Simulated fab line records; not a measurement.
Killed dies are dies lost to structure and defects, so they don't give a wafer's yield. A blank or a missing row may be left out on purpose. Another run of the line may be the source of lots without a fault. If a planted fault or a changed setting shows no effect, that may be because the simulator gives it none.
Split-lot study ; flow n5Finfet ; 7 lots, 21 wafers read, on a route of 1938 steps

== THE SPLIT ITSELF ==
At N5_BEOL_M5_HM_DEP_02 (deposits TiN, target thk 20 nm), the setting targetThkA was moved away from the recipe's 200 angstrom on 8 of the 21 wafers read, by -8.9% to +11.1%. For the rest of the wafers, this setting stayed at what the recipe calls for.

== FROM THE SPLIT TO THE READING: what the file shows between them, 9 steps ==
- N5_BEOL_M5_COAT_60: time 60 s, resist thk 12 nm (also split here: timeS)
- N5_BEOL_M5_COAT_71: time 60 s, resist thk 5 nm
- N5_BEOL_M5_COAT_05: resist thk 30 nm
- N5_BEOL_M5_STRIP_73: strips in N2/H2
- N5_BEOL_M5_STRIP_64: strips in CF4
- N5_BEOL_M5_HM_OPEN_17: chemistry Cl2/BCl3, target TiN, target depth 20 nm, overetch 6 nm
- N5_BEOL_M5_STRIP_19: strips in O2
- N5_BEOL_M5_STRIP_85: strips in C4F6/O2
- N5_BEOL_M5_STRIP_36: strips in N2/H2

== THE READING ==
TiN_of_BEOL_M5_HM_DEP_02.thkNm (the simulator's own value, which no gauge read), in nm, at N5_BEOL_M5_TRENCH_ETCH_37 (etches SiCOH lowk in C4F6/O2, target depth 71.652 nm, time 24.7 s). The file gives no usual value for it. Average 17.6 nm, standard deviation 0.19 nm, over the 13 wafers here run with the recipe.

wafer;tool, chamber at the split;targetThkA as run, angstrom;against the recipe;TiN_of_BEOL_M5_HM_DEP_02.thkNm, nm;against lot-mates on the recipe
L081.1;pvdSputter-03, -;200;recipe;17.6;-
L081.2;pvdSputter-03, -;200;recipe;17.6;-
L081.3;pvdSputter-03, -;222.2;+11.1%;20;+2.4
L083.2;pvdSputter-03, -;200;recipe;17.4;-
L083.3;pvdSputter-03, -;185.2;-7.4%;16;-1.6
L083.4;pvdSputter-03, -;200;recipe;17.8;-
L087.1;pvdSputter-01, -;182.2;-8.9%;16;-1.8
L087.2;pvdSputter-01, -;200;recipe;17.8;-
L087.4;pvdSputter-01, -;182.2;-8.9%;16.2;-1.6
L091.1;pvdSputter-01, -;200;recipe;17.4;-
L091.2;pvdSputter-01, -;200;recipe;17.8;-
L091.5;pvdSputter-01, -;200;recipe;17.8;-
L093.2;pvdSputter-03, -;219.8;+9.9%;19.2;+1.4
L093.3;pvdSputter-03, -;219.8;+9.9%;19.4;+1.6
L093.4;pvdSputter-03, -;200;recipe;17.8;-
L094.1;pvdSputter-01, -;200;recipe;17.2;-
L094.2;pvdSputter-01, -;200;recipe;17.4;-
L094.4;pvdSputter-01, -;200;recipe;17.6;-
L096.1;pvdSputter-02, -;200;recipe;17.6;-
L096.2;pvdSputter-02, -;191.9;-4.0%;16.8;-0.8
L096.3;pvdSputter-02, -;191.9;-4.0%;17.2;-0.4

FIT RESULTS
A straight line over all 21 wafers: TiN_of_BEOL_M5_HM_DEP_02.thkNm changes by +0.184 nm for each +1% of targetThkA; r = +0.98; the points scatter about the line by 0.22 nm.
The same after taking each lot's own level away (the mean of its wafers on the recipe; 21 wafers): +0.183 nm for each +1%; r = +0.98; scatter 0.21 nm.
According to that fit, moving targetThkA by its largest amount changes the reading by 2 nm.
Measured against the standard deviation above, the lots' own levels, which go from 17.40 to 17.80 nm, span 2.1 times it.
Consequently the slope shifts little with the lot-to-lot level, the two slopes agreeing.
Check: for one of the wafers moved furthest among these (+11.1%), held out of the fit, the line's prediction against its lot-mates is +1.87 nm. Against them it came out at +2.4 nm.

== THE OTHER SPLITS THESE WAFERS WENT THROUGH ==
Other splits were also applied to these wafers ahead of the reading. Each is held against what the fit with the lots' levels taken away leaves over:
other split on the same wafers;wafers away from the commonest value;r with TiN_of_BEOL_M5_HM_DEP_02.thkNm (lot level and that fit taken away)
N5_BEOL_M3_COAT_73 tempC;8;+0.13
N5_BEOL_M3_ETCH_41 targetDepthA;11;+0.19
N5_BEOL_M5_COAT_60 timeS;3;-0.35

== THE WHOLE CHAIN: every reading that the file lists as answering this split, in the file's order ==
step;what it does;reading;change (the file's fit);r (the file's)
N5_BEOL_M5_HM_DEP_02;deposits TiN, target thk 20 nm;TiN_of_BEOL_M5_HM_DEP_02.thkNm (the simulator's own value, which no gauge read);+0.202 nm for each +1% of the setting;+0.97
N5_BEOL_M5_HM_OPEN_17;chemistry Cl2/BCl3, target TiN, target depth 20 nm, overetch 6 nm;etch.depthNm (the simulator's own value, which no gauge read);+0.198 nm for each +1% of the setting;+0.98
N5_BEOL_M5_TRENCH_ETCH_37;etches SiCOH lowk in C4F6/O2, target depth 71.652 nm, time 24.7 s;TiN_of_BEOL_M5_HM_DEP_02.thkNm (the simulator's own value, which no gauge read);+0.191 nm for each +1% of the setting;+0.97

== FILE'S OWN FIT ==
TiN_of_BEOL_M5_HM_DEP_02.thkNm changes by +0.191 nm for each +1% of targetThkA, r = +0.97.
